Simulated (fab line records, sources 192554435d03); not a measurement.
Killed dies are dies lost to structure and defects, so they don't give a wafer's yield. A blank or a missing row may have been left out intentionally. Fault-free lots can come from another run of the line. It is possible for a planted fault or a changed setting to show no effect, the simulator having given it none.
fab line records	flow n5-finfet
record lots=8	wafers=24	last-day=18
route steps=1938 shown SD_EPI_N@277 SD_EPI_P@300 BEOL_M4@1111 PASSIVATION@1936
lots that met no fault: from a run of the same line without faults
start-h: hours from the record's first day to the start of the lot's first wafer shown	wait-h: hours since the lot's step before	" repeats the value in the row above	L1.1+2: a single row standing in for several wafers	- either no value or no given start	* or withheld: withheld	< > ~ a bound
route shown NAME@n: NAME is a module with steps in the file, n the number in the route of the first one	usual: mean/standard deviation taken from wafers without a fault	same: alike in all rows	chamber/n: place in a boat	sites: readings site by site	_std_site: standard deviation of those values	_edge_site: the outer-site mean with the inner-site mean subtracted	radius-mm: for every site, how far away it sits from the centre of the wafer	mask NAME#n: copy n	behind: the last tool/chamber to shape the wafer	hold: cause of the lot's hold/its duration in hours/its outcome	device: transistor that didn't switch, given as n, p or np	end of line: the route-end tests of the same wafers	step lacking rows: just its recipe	killed: the dies lost at the first sort to structure and to defects; this is not the yield of the wafer	map: a wafer's dies, x killed, . not, _ none there
set.NAME: the setting as run; set.NAME@STEP: as run at that earlier step	model.NAME: the simulator's own value behind a step, which no gauge read
the route's steps for a sample of lots (tables are steps, rows are wafers)
services: the hour from which a tool's chamber was out of use, counted from the record's first day as start-h (under 0 if before that day), plus the number of hours and why
## steps
# step N5_SD_EPI_N_ETCHBACK_44
# recipe chemistry=CH3F/O2	mode=anisotropic-etchback	target=SiNx	target-depth-a=145	stop-on=SiO2	over-etch-frac=0.3	ion-energy-ev=120	pressure-mtorr=30	source-w=395	bias-w=73	Ar_flow_sccm=150	CH3F_flow_sccm=30	O2_flow_sccm=20
# usual chamber-pressure-mTorr=30.001/0.027	drypump-motor-current-A=5.7/0.54	oes-product-au=0.67/0.084	rf-vpp-V=295/5.3	showerhead-plenum-p-Torr=1.98/0.055	throttle-valve-pct=16.37/0.21
lot.wafer	tool	chamber	start-h	wait-h	chamber-pressure-mTorr	drypump-motor-current-A	oes-product-au	rf-hours-counter-h	rf-vpp-V	showerhead-plenum-p-Torr	throttle-valve-pct
L972.2	rie-diel-06	3	50.47	0.0	30.000	5.3	0.60	227	295	1.98	16.25
L972.3	"	0	"	"	30.031	5.5	0.61	218	282	1.89	16.56
L972.5	"	2	"	"	29.978	5.5	0.80	-	296	2.03	16.42
L974.1	rie-diel-01	2	62.15	0.0	29.994	5.1	0.61	206	302	1.98	16.27
L974.3	"	1	"	"	30.015	6.7	0.62	215	292	1.97	16.73
L974.5	"	0	"	"	30.001	6.0	0.72	-	291	2.04	16.28
L983.2	rie-diel-01	0	117.29	0.0	30.026	6.0	0.70	94	291	2.03	16.32
L983.3	"	3	"	"	29.986	6.1	0.58	249	294	1.98	16.79
L983.5	"	0	"	"	30.018	6.0	0.70	-	290	2.03	16.32
L990.1	rie-diel-01	3	163.41	0.0	30.033	6.1	0.79	11	293	1.98	16.34
L990.2	"	1	"	"	29.989	6.7	0.85	1	291	1.96	16.29
L990.3	"	0	"	"	29.993	6.0	0.68	118	290	2.02	16.37
L991.1	rie-diel-06	1	167.14	0.0	29.990	4.9	0.69	119	303	2.02	16.15
L991.4	"	0	"	"	30.028	5.5	0.84	1	288	2.13	16.09
L991.5	"	1	"	"	30.024	4.9	0.69	-	305	2.02	16.15
L993.2	rie-diel-01	3	178.52	0.0	30.014	6.1	0.77	17	293	1.97	16.35
L993.3	"	0	"	"	30.028	6.0	0.67	124	290	2.02	16.38
L993.4	"	1	"	"	29.977	6.7	0.81	7	293	1.96	16.30
L994.2	rie-diel-02	0	183.63	0.0	29.999	5.6	0.62	188	289	1.89	16.39
L994.3	"	3	"	"	29.987	6.5	0.59	210	293	1.89	16.14
L994.6	"	1	"	"	30.041	5.4	0.58	-	296	1.90	16.52
L995.1	rie-diel-02	2	189.32	0.0	29.967	5.4	0.81	10	299	2.13	16.19
L995.5	"	3	"	"	29.993	6.6	0.59	-	291	1.89	16.15
L995.6	"	0	"	"	29.966	5.6	0.62	-	289	1.89	16.41
# step N5_SD_EPI_N_SD_RECESS_17
# recipe chemistry=HBr/Cl2/O2	target-depth-a=410	mask-material=SOC	time-s=23.7	bt-time-s=3	pressure-mtorr=10	icp-w=800	bias-w=112	HBr_flow_sccm=150	Cl2_flow_sccm=80	O2_flow_sccm=12
# usual chamber-pressure-mTorr=10.000/0.0094	drypump-motor-current-A=5.6/0.45	oes-product-au=0.994/0.018	throttle-valve-pct=37.1/0.33
lot.wafer	tool	chamber	start-h	wait-h	chamber-pressure-mTorr	drypump-motor-current-A	oes-product-au	rf-hours-counter-h	throttle-valve-pct
L972.2	rie-si-06	0	50.74	0.0	10.001	5.3	0.996	26	37.2
L972.3	"	1	"	"	10.000	5.1	0.986	180	37.1
L972.5	"	1	"	"	10.006	5.1	0.977	-	37.2
L974.1	rie-si-03	0	62.42	0.0	10.009	5.5	0.999	47	37.9
L974.3	"	2	"	"	10.019	6.0	1.010	84	37.6
L974.5	"	1	"	"	10.008	6.3	0.962	-	36.9
L983.2	rie-si-03	0	117.56	0.0	9.999	5.5	1.003	48	37.9
L983.3	"	3	"	"	10.010	5.2	0.976	87	37.2
L983.5	"	3	"	"	9.995	5.2	0.978	-	37.2
L990.1	rie-si-03	1	163.68	0.0	10.004	6.3	0.970	68	36.9
L990.2	"	2	"	"	10.010	6.0	1.009	86	37.6
L990.3	"	0	"	"	9.987	5.6	1.002	49	37.9
L991.1	rie-si-06	1	167.42	0.0	10.005	5.1	0.980	182	37.2
L991.4	"	0	"	"	9.992	5.4	0.985	29	37.2
L991.5	"	0	"	"	10.004	5.4	0.993	-	37.2
L993.2	rie-si-02	3	178.79	0.0	10.005	6.1	1.024	29	36.7
L993.3	"	2	"	"	10.006	5.0	0.996	65	37.2
L993.4	"	1	"	"	10.004	5.8	0.983	4	36.8
L994.2	rie-si-06	0	183.90	0.0	9.985	5.4	0.987	29	37.2
L994.3	"	3	"	"	10.011	6.3	0.989	95	37.1
L994.6	"	3	"	"	9.994	6.3	0.985	-	37.0
L995.1	rie-si-06	2	189.59	0.0	10.009	5.4	1.001	5	36.9
L995.5	"	0	"	"	9.990	5.4	0.993	-	37.2
L995.6	"	3	"	"	10.003	6.3	0.987	-	37.1
# step N5_SD_EPI_P_EXPOSE_06
# recipe mask-id=SD_P_BLK	na=1.35	source-shape=conventional	sigma-outer=0.8	polarization=unpolarized	target-cd-nm=240	dose-mj=39.5
# usual focus-offset-nm=-0.1/0.53	reticle-temp-C=22.98/0.12
lot.wafer	tool	chamber	start-h	wait-h	mask	focus-offset-nm	reticle-temp-C
L972.2	arfi-scanner-02	0	54.30	-	SD_P_BLK#0	-0.6	22.92
L972.3	"	0	"	"	SD_P_BLK#0	0.2	23.00
L972.5	"	0	"	"	SD_P_BLK#0	0.2	22.91
L974.1	arfi-scanner-02	0	66.05	-	SD_P_BLK#0	1.0	22.80
L974.3	"	0	"	"	SD_P_BLK#0	0.3	22.82
L974.5	"	0	"	"	SD_P_BLK#0	-0.1	22.83
L983.2	arfi-scanner-03	0	121.15	-	SD_P_BLK#0	0.7	23.04
L983.3	"	0	"	"	SD_P_BLK#0	-0.1	23.13
L983.5	"	0	"	"	SD_P_BLK#0	0.2	23.16
L990.1	arfi-scanner-02	0	168.06	-	SD_P_BLK#0	-0.1	22.73
L990.2	"	0	"	"	SD_P_BLK#0	-0.6	22.87
L990.3	"	0	"	"	SD_P_BLK#0	0.0	22.96
L991.1	arfi-scanner-02	0	172.17	-	SD_P_BLK#0	0.7	23.12
L991.4	"	0	"	"	SD_P_BLK#0	-1.3	23.11
L991.5	"	0	"	"	SD_P_BLK#0	-1.0	23.12
L993.2	arfi-scanner-01	0	182.32	-	SD_P_BLK#0	0.2	22.85
L993.3	"	0	"	"	SD_P_BLK#0	-0.3	23.03
L993.4	"	0	"	"	SD_P_BLK#0	-0.4	23.00
L994.2	arfi-scanner-01	0	187.57	-	SD_P_BLK#0	-0.3	22.91
L994.3	"	0	"	"	SD_P_BLK#0	-1.7	23.20
L994.6	"	0	"	"	SD_P_BLK#0	-0.6	22.88
L995.1	arfi-scanner-01	0	193.74	-	SD_P_BLK#0	0.9	22.92
L995.5	"	0	"	"	SD_P_BLK#0	0.1	23.11
L995.6	"	0	"	"	SD_P_BLK#0	0.6	23.23
# step N5_SD_EPI_P_OVL_MEAS_10
# recipe points-per-wafer=44
# usual SD_P_BLK_OVL=-0.3/0.84
# same points-per-wafer=44
lot.wafer	tool	chamber	start-h	wait-h	SD_P_BLK_OVL[nm]
L972.2	overlay-01	0	54.44	0.0	-1.2
L972.3	"	0	"	"	-0.1
L972.5	"	0	"	"	-0.8
L974.1	overlay-01	0	66.21	0.0	0.7
L974.3	"	0	"	"	-0.2
L974.5	"	0	"	"	1.8
L983.2	overlay-02	0	121.30	0.0	-0.5
L983.3	"	0	"	"	0.0
L983.5	"	0	"	"	0.0
L990.1	overlay-01	0	168.22	0.0	53.0
L990.2	"	0	"	"	54.5
L990.3	"	0	"	"	53.5
L991.1	overlay-02	0	172.32	0.0	52.4
L991.4	"	0	"	"	52.8
L991.5	"	0	"	"	50.7
L993.2	overlay-02	0	182.48	0.0	-0.3
L993.3	"	0	"	"	-0.4
L993.4	"	0	"	"	-1.3
L994.2	overlay-02	0	187.72	0.0	-1.1
L994.3	"	0	"	"	-0.6
L994.6	"	0	"	"	-0.1
L995.1	overlay-02	0	193.89	0.0	0.5
L995.5	"	0	"	"	0.6
L995.6	"	0	"	"	-0.7
# step N5_SD_EPI_P_SD_RECESS_17
# recipe chemistry=HBr/Cl2/O2	target-depth-a=391	bt-time-s=3	pressure-mtorr=10	icp-w=800	bias-w=112	HBr_flow_sccm=150	Cl2_flow_sccm=80	O2_flow_sccm=12
# usual chamber-pressure-mTorr=10.000/0.0099	drypump-motor-current-A=5.7/0.44	oes-product-au=1.005/0.016	throttle-valve-pct=37.17/0.24
lot.wafer	tool	chamber	start-h	wait-h	chamber-pressure-mTorr	drypump-motor-current-A	oes-product-au	rf-hours-counter-h	throttle-valve-pct
L972.2	rie-si-05	0	55.19	0.0	9.999	5.6	1.011	192	36.97
L972.3	"	1	"	"	10.007	5.9	1.025	34	37.06
L972.5	"	2	"	"	9.991	6.3	1.004	-	37.00
L974.1	rie-si-04	3	67.12	0.0	9.984	5.4	1.016	71	36.99
L974.3	"	0	"	"	10.010	5.7	1.016	166	37.59
L974.5	"	3	"	"	9.993	5.4	1.014	-	37.00
L983.2	rie-si-01	2	123.21	0.0	10.025	6.5	1.017	124	37.07
L983.3	"	1	"	"	10.005	5.9	1.008	28	37.02
L983.5	"	1	"	"	10.005	5.9	0.998	-	37.03
L990.1	rie-si-05	3	168.96	0.0	10.007	5.3	0.989	191	37.59
L990.2	"	0	"	"	10.007	5.6	0.978	0	36.77
L990.3	"	2	"	"	9.994	6.3	1.005	34	36.98
L991.1	rie-si-05	0	173.10	0.0	10.009	5.6	0.984	0	36.77
L991.4	"	2	"	"	9.994	6.2	0.999	34	37.00
L991.5	"	3	"	"	9.994	5.3	0.992	-	37.61
L993.2	rie-si-05	2	183.22	0.0	9.991	6.3	1.020	34	36.98
L993.3	"	1	"	"	9.996	6.0	1.025	36	37.05
L993.4	"	2	"	"	9.992	6.3	1.018	-	36.99
L994.2	rie-si-05	2	188.46	0.0	10.019	6.2	1.003	34	36.98
L994.3	"	1	"	"	9.990	6.0	1.024	36	37.06
L994.6	"	1	"	"	10.003	5.9	1.016	-	37.05
L995.1	rie-si-04	1	194.64	0.0	9.997	5.7	1.011	161	37.14
L995.5	"	0	"	"	9.995	5.7	1.020	-	37.59
L995.6	"	1	"	"	9.994	5.7	1.001	-	37.15
# step N5_BEOL_M4_RC_MEAS_101
# usual DIBL_N=36.2/1.6	DIBL_P=36.1/2	IOFF_N=0.16/0.032	IOFF_P=0.22/0.036	ION_N=672/11	ION_P=463/7.5	SS_N=71.4/0.58	SS_P=73.2/0.67	VT_N=250/3.3	VT_P=-250/3.3
lot.wafer	tool	chamber	start-h	wait-h	DIBL_N[mV/V]	DIBL_P[mV/V]	IOFF_N[nA/um]	IOFF_P[nA/um]	ION_N[uA/um]	ION_P[uA/um]	SS_N[mV/dec]	SS_P[mV/dec]	VT_N[mV]	VT_P[mV]
L972.2	prober-02	0	172.98	0.2	36.6	37.3	0.13	0.17	652	446	71.1	72.5	254	-257
L972.3	"	0	"	"	37.2	38.7	0.17	0.19	679	456	72.3	74.0	247	-251
L972.5	"	0	"	"	34.5	35.6	0.12	0.15	660	444	70.7	72.3	255	-256
L974.1	prober-02	0	179.65	0.0	35.8	36.9	0.15	0.22	678	470	71.6	73.6	248	-250
L974.3	"	0	"	"	35.9	35.7	0.15	0.19	664	457	71.4	72.8	249	-252
L974.5	"	0	"	"	38.0	39.7	0.19	0.27	675	469	72.2	74.3	249	-249
L983.2	prober-01	0	238.05	0.2	35.3	35.8	0.15	0.24	675	474	71.6	72.6	250	-246
L983.3	"	0	"	"	36.7	37.5	0.18	0.27	681	474	72.1	73.8	247	-243
L983.5	"	0	"	"	36.0	36.4	0.15	0.24	677	471	71.7	73.5	250	-247
L990.1	prober-02	0	286.14	0.0	34.9	35.6	0.14	0.23	668	463	71.3	73.1	253	-246
L990.2	"	0	"	"	32.7	32.1	0.12	0.18	677	467	70.6	72.5	251	-248
L990.3	"	0	"	"	37.0	37.2	0.19	0.27	681	472	71.7	73.3	245	-244
L993.2	prober-02	0	294.98	0.2	33.0	30.8	0.11	0.15	649	449	71.1	72.6	257	-254
L993.3	"	0	"	"	38.4	38.8	0.20	0.27	676	463	71.9	74.0	248	-244
L993.4	"	0	"	"	35.4	34.2	0.13	0.19	670	463	71.2	72.6	251	-249
L991.1	prober-02	0	317.33	0.0	35.7	34.4	0.15	0.18	675	458	71.3	73.4	250	-255
L991.4	"	0	"	"	35.1	34.1	0.15	0.17	665	449	71.9	73.3	252	-251
L991.5	"	0	"	"	36.1	35.5	0.16	0.19	679	455	71.9	73.0	249	-251
L994.2	prober-02	0	323.01	0.2	33.9	34.4	0.12	0.17	661	464	70.6	71.7	254	-253
L994.3	"	0	"	"	35.4	37.0	0.14	0.20	679	466	70.3	72.9	253	-249
L994.6	"	0	"	"	34.7	36.1	0.13	0.19	669	466	70.5	72.2	254	-252
L995.1	prober-02	0	339.85	0.0	38.7	39.5	0.20	0.25	694	469	72.4	73.6	244	-246
L995.5	"	0	"	"	36.5	37.2	0.16	0.22	679	470	72.2	73.4	250	-247
L995.6	"	0	"	"	34.7	35.7	0.13	0.20	661	465	71.4	72.2	252	-252
# step N5_PASSIVATION_PROBE_49
# usual defect-limited-yield=91.4/1.3	killed_at_M0_to_M3=34/10	killed_at_M4_up=14/5.6	killed-at-contacts=13/5.9	killed-at-front-end=37/9.9	killed-at-other=3.5/2.8	killed-dies=101/15	killed-open=67/12	killed-short=32/6.6	sort_bin_5_function=5.0/0.81	sort_bin_6_memory=3.2/0.66	sort_bin_8_speed=0.00/0.007	sort-n-pass=1079/15	sort-yield-pct=91.4/1.3
# same gross-dies=1180	killed-at-back-side=0	sort_bin_4_leakage[%]=0
lot.wafer	tool	chamber	start-h	wait-h	defect-limited-yield[%]	killed_at_M0_to_M3	killed_at_M4_up	killed-at-contacts	killed-at-front-end	killed-at-other	killed-dies	killed-open	killed-short	sort_bin_5_function[%]	sort_bin_6_memory[%]	sort_bin_8_speed[%]	sort-n-pass	sort-yield-pct[%]
L991.1	prober-02	-	418.65	0.6	89.9	29	20	19	47	4	119	81	36	6.0	3.6	0	1061	89.9
L991.4	prober-02	-	418.80	0.7	93.5	26	15	10	20	6	77	42	34	4.2	2.2	0	1103	93.5
L991.5	prober-02	-	418.85	0.8	90.4	37	23	13	38	2	113	82	28	5.8	3.5	0	1067	90.4
# killed by level:class
L991.1 MOL_CONTACT_COAG:geometric-particle:open=15 STI_FIN_REVEAL:geometric-particle:open=14 BEOL_M3:geometric-particle:open=8 BEOL_M0_SAQP:geometric-particle:short=7 FIN_SAQP:geometric-particle:short=5 FIN_SAQP:geometric-particle:open=5 DUMMY_GATE:geometric-particle:open=5 BEOL_M6:geometric-particle:open=5
L991.4 BEOL_M0_SAQP:geometric-particle:short=14 MOL_CONTACT_COAG:geometric-particle:open=8 BEOL_M4:geometric-particle:open=8 STI_FIN_REVEAL:geometric-particle:open=4 BEOL_M0_SAQP:geometric-particle:open=4 BEOL_M2:geometric-particle:open=4 ILD0:geometric-particle:short=3 STARTING-WAFER:geometric-particle:short=3
L991.5 STI_FIN_REVEAL:geometric-particle:open=13 MOL_CONTACT_COAG:geometric-particle:open=11 BEOL_M2:geometric-particle:open=10 BEOL_M3:geometric-particle:open=9 BEOL_M0_SAQP:geometric-particle:open=6 BEOL_M4:geometric-particle:open=6 FIN_SAQP:geometric-particle:open=5 BEOL_M0_SAQP:geometric-particle:short=5
## services
tool	chamber	start-h	hours	kind
rie-si-02	-	38.96	0.7	repair
rie-si-05	2	43.74	1.9	repair
arfi-scanner-01	-	60.33	1.0	pm
arfi-scanner-01	-	71.65	1.0	pm
arfi-scanner-01	-	75.24	0.6	repair
arfi-scanner-01	-	79.73	1.8	repair
rie-si-06	0	81.36	1.9	repair
arfi-scanner-01	-	85.29	4.8	repair
rie-diel-02	-	96.68	28.1	pm
rie-diel-01	-	105.62	2.8	pm
rie-si-05	1	114.00	6.8	repair
rie-diel-02	3	126.12	3.5	repair
arfi-scanner-01	-	126.20	0.9	repair
arfi-scanner-02	-	129.53	1.0	pm
arfi-scanner-01	-	136.77	1.3	pm
rie-diel-02	3	143.67	19.0	repair
arfi-scanner-02	-	149.27	0.8	pm
arfi-scanner-01	-	151.13	13.9	repair
arfi-scanner-02	-	151.32	1.0	pm
arfi-scanner-01	-	165.07	0.8	pm
rie-si-06	-	165.92	0.3	repair
arfi-scanner-02	-	178.61	2.3	repair
arfi-scanner-01	-	180.05	0.5	repair
arfi-scanner-01	-	189.36	1.5	pm
## key
first-sign step=N5_SD_EPI_P_OVL_MEAS_10	reading=SD_P_BLK_OVL	direction=up	sigmas=63	usual=-0.3	struck=52.8
effect none on later readings
met-at N5_SD_EPI_P_EXPOSE_06
struck-lots L990,L991
not-acting-at N5_SD_EPI_N_ETCHBACK_44,N5_SD_EPI_N_SD_RECESS_17,N5_SD_EPI_P_SD_RECESS_17
onset-between 66.05 168.06
fault kind=scanner-matching-overlay	tool=arfi-scanner-02	chamber=-	onset-h=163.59	steps=N5_SD_EPI_P_EXPOSE_06	offset=48.482
